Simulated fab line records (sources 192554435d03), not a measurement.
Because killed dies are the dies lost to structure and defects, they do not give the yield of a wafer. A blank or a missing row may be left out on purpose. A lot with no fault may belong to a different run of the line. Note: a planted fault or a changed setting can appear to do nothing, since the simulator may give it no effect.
Chamber matching | flow n5 finfet | N5_DUMMY_GATE_ALD_02 on ald sin-02 has 4 sister chambers
The step deposits SiO2, target thk 2 nm, pulse time 1 s. 4 wafers are shown with their chamber, then 10 later ones without.

## EACH WAFER AND ITS CHAMBER
wafer  | chamber | heater power w (W)
L084.1 | 3       | 370
L084.5 | 2       | 463
L086.1 | 1       | 432
L086.3 | 0       | 561

## WAFERS WITH NO CHAMBER GIVEN
wafer  | heater power w (W)
L086.4 | 366
L094.1 | 375
L094.5 | 552
L094.6 | 375
L095.1 | 371
L095.2 | 467
L095.3 | 552
L095.4 | 436
L095.5 | 544
L095.6 | 439

## THE CHAMBER EACH PASSED THROUGH
wafer  | from the rows above | in truth
L086.4 | 3                   | 3
L094.1 | 3                   | 3
L094.5 | 0                   | 0
L094.6 | 3                   | 3
L095.1 | 3                   | 3
L095.2 | 2                   | 2
L095.3 | 0                   | 0
L095.4 | 1                   | 1
L095.5 | 0                   | 0
L095.6 | 1                   | 1
Correct placement for 10 of the 10. Not placeable from these rows: 0. 0 placed wrongly.
How it was worked out, from the rows above alone: a wafer's distance from a chamber is the root of the sum, over the readings, of the square of ((its reading less the chamber's mean) divided by the reading's scatter). The wafer belongs to the nearest chamber; if the next one is less than 2 further off, it can't be placed. Each chamber's mean is taken over the wafers shown for it. The scatter (one wafer shown for each chamber): square how far every hidden wafer sits from the nearest shown wafer, average those squares and take the square root.
